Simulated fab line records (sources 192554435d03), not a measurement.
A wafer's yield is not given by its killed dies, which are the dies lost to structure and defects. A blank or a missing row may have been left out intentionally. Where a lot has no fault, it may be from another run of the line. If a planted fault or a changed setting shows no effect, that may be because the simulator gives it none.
Chamber matching / flow n5_finfet / N5_BEOL_M0_SAQP_STRIP_86 on rie_diel-06 has 4 sister chambers
The step strips in N2/H2. 8 wafers are shown with their chamber, then 8 later ones without.

WAFERS PAIRED WITH THEIR CHAMBERS
wafer=L076.5; chamber=3; drypump_motor_current_A (A)=5.08; showerhead_plenum_p_Torr (Torr)=3.20
wafer=L082.2; chamber=2; drypump_motor_current_A (A)=6.01; showerhead_plenum_p_Torr (Torr)=3.53
wafer=L084.2; chamber=2; drypump_motor_current_A (A)=5.99; showerhead_plenum_p_Torr (Torr)=3.53
wafer=L084.5; chamber=0; drypump_motor_current_A (A)=5.49; showerhead_plenum_p_Torr (Torr)=3.41
wafer=L086.1; chamber=0; drypump_motor_current_A (A)=5.45; showerhead_plenum_p_Torr (Torr)=3.41
wafer=L086.4; chamber=3; drypump_motor_current_A (A)=5.07; showerhead_plenum_p_Torr (Torr)=3.19
wafer=L086.5; chamber=1; drypump_motor_current_A (A)=6.00; showerhead_plenum_p_Torr (Torr)=3.42
wafer=L087.1; chamber=1; drypump_motor_current_A (A)=5.98; showerhead_plenum_p_Torr (Torr)=3.42

WAFERS MISSING THEIR CHAMBER
wafer=L087.5; drypump_motor_current_A (A)=6.01; showerhead_plenum_p_Torr (Torr)=3.53
wafer=L087.6; drypump_motor_current_A (A)=5.96; showerhead_plenum_p_Torr (Torr)=3.42
wafer=L091.3; drypump_motor_current_A (A)=5.96; showerhead_plenum_p_Torr (Torr)=3.53
wafer=L091.4; drypump_motor_current_A (A)=5.07; showerhead_plenum_p_Torr (Torr)=3.19
wafer=L091.5; drypump_motor_current_A (A)=5.07; showerhead_plenum_p_Torr (Torr)=3.19
wafer=L095.2; drypump_motor_current_A (A)=5.95; showerhead_plenum_p_Torr (Torr)=3.42
wafer=L095.5; drypump_motor_current_A (A)=5.08; showerhead_plenum_p_Torr (Torr)=3.19
wafer=L095.6; drypump_motor_current_A (A)=5.98; showerhead_plenum_p_Torr (Torr)=3.52

WHICH CHAMBER EACH WENT THROUGH
wafer=L087.5; from the rows above=2; in truth=2
wafer=L087.6; from the rows above=1; in truth=1
wafer=L091.3; from the rows above=2; in truth=2
wafer=L091.4; from the rows above=3; in truth=3
wafer=L091.5; from the rows above=3; in truth=3
wafer=L095.2; from the rows above=1; in truth=1
wafer=L095.5; from the rows above=3; in truth=3
wafer=L095.6; from the rows above=2; in truth=2
8 of 8 placed correctly. From these rows, 0 cannot be placed. Wrongly placed: 0.
How it was worked out, from the rows above alone: a wafer's distance from a chamber is the root of the sum, over the readings, of the square of ((its reading less the chamber's mean) divided by the reading's scatter). The wafer belongs to the nearest chamber; if the next one is less than 2 further off, it can't be placed. For every chamber, the mean is computed from those of its wafers that are shown. The scatter: the root of (the sum of the squares of (reading less its chamber's mean) over the shown wafers, divided by (wafers less chambers)).
